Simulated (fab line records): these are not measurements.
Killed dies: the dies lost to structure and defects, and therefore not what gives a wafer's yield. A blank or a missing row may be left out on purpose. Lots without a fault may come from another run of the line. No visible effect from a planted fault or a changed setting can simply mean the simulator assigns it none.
Lot-split experiment	flow n5_finfet	on a route of 1938 steps: 7 lots, 21 wafers read

== THE SPLIT ==
At N5_BEOL_M1_HM_DEP_02 (deposits TiN, target thk 20 nm), the setting target_thk_a was moved away from the recipe's 200 angstrom on 7 of the 21 wafers read, by -13.1% to +9.5%. All remaining wafers had this setting at the recipe value.

== FROM THE SPLIT TO THE READING: what the file shows between them, 4 steps ==
- N5_BEOL_M1_COAT_61: time 60 s, resist thk 60 nm
- N5_BEOL_M1_COAT_62: time 60 s, resist thk 12 nm
- N5_BEOL_M1_STRIP_75: strips in N2/H2
- N5_BEOL_M1_STRIP_66: strips in CF4

== THE READING ==
etch.depth_nm (the simulator's own value, which no gauge read), in nm, at N5_BEOL_M1_HM_OPEN_17 (chemistry Cl2/BCl3, target TiN, target depth 20 nm, overetch 6 nm). The file does not state a usual value for it. The 14 wafers here that ran the recipe average 19.87 nm, standard deviation 0.16 nm.

wafer	tool, chamber at the split	target_thk_a as run, angstrom	against the recipe	etch.depth_nm, nm	against lot-mates on the recipe
L077.2	pvd_sputter-03, -	200	recipe	19.83	-
L077.4	pvd_sputter-03, -	213.3	+6.7%	20.88	+1.16
L077.5	pvd_sputter-03, -	200	recipe	19.61	-
L079.1	pvd_sputter-03, -	187.1	-6.5%	18.57	-1.54
L079.5	pvd_sputter-03, -	200	recipe	20.16	-
L079.6	pvd_sputter-03, -	200	recipe	20.06	-
L082.1	pvd_sputter-03, -	200	recipe	19.93	-
L082.2	pvd_sputter-03, -	200	recipe	20.1	-
L082.5	pvd_sputter-03, -	200	recipe	19.94	-
L085.1	pvd_sputter-03, -	173.8	-13.1%	17.18	-2.70
L085.5	pvd_sputter-03, -	173.8	-13.1%	17.27	-2.61
L085.6	pvd_sputter-03, -	200	recipe	19.88	-
L089.1	pvd_sputter-02, -	200	recipe	19.71	-
L089.2	pvd_sputter-02, -	200	recipe	19.77	-
L089.6	pvd_sputter-02, -	218.9	+9.5%	21.54	+1.80
L093.4	pvd_sputter-01, -	193.1	-3.4%	19.3	-0.61
L093.5	pvd_sputter-01, -	193.1	-3.4%	19.28	-0.63
L093.6	pvd_sputter-01, -	200	recipe	19.91	-
L095.1	pvd_sputter-02, -	200	recipe	19.75	-
L095.2	pvd_sputter-02, -	200	recipe	19.66	-
L095.4	pvd_sputter-02, -	200	recipe	19.88	-

THE FIT
A straight line over all 21 wafers: etch.depth_nm changes by +0.191 nm for each +1% of target_thk_a; r = +0.99; the points scatter about the line by 0.16 nm.
The same after taking each lot's own level away (the mean of its wafers on the recipe; 21 wafers): +0.199 nm for each +1%; r = +1.00; scatter 0.097 nm.
On that fit, the largest move of target_thk_a shifts the reading by 2.6 nm.
The lots' own levels span 19.720 to 20.110 nm, that is 2.5 times the standard deviation above.
So the lot-to-lot level changes the slope little: the two slopes agree.
Check: with one of the wafers moved furthest among these (-13.1%) left out of the fit, the line predicts -2.6 nm for it against its lot-mates. Against them it came out at -2.7 nm.

== FURTHER SPLITS ON THESE WAFERS ==
These wafers also went through other splits before the reading. Each is held against what the fit with the lots' levels taken away leaves over:
other split on the same wafers	wafers away from the commonest value	r with etch.depth_nm (lot level and that fit taken away)
N5_HKMG_FIN_ETCH_55 bias_w	5	+0.10
N5_GATE_CUT_DESCUM_18 time_s	5	-0.31
N5_MOL_CONTACT_COAG_COAT_34 spin_rpm	7	-0.12
N5_BEOL_M0_SAQP_PECVD_04 time_s	9	-0.21
N5_BEOL_M0_SAQP_DEVELOP_13 develop_time_s	4	+0.25
N5_BEOL_M0_SAQP_ETCH_88 source_w	5	-0.17
N5_BEOL_M0_SAQP_CUT_ETCH_46 source_w	5	+0.07

== THE WHOLE CHAIN: every reading that the file lists as answering this split, in the file's order ==
step	what it does	reading	change (the file's fit)	r (the file's)
N5_BEOL_M1_HM_DEP_02	deposits TiN, target thk 20 nm	TiN_of_BEOL_M1_HM_DEP_02.thk_nm (the simulator's own value, which no gauge read)	+0.197 nm for each +1% of the setting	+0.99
N5_BEOL_M1_HM_OPEN_17	chemistry Cl2/BCl3, target TiN, target depth 20 nm, overetch 6 nm	etch.depth_nm (the simulator's own value, which no gauge read)	+0.199 nm for each +1% of the setting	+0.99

== THE FILE'S OWN FIT ==
etch.depth_nm changes by +0.199 nm for each +1% of target_thk_a, r = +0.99.
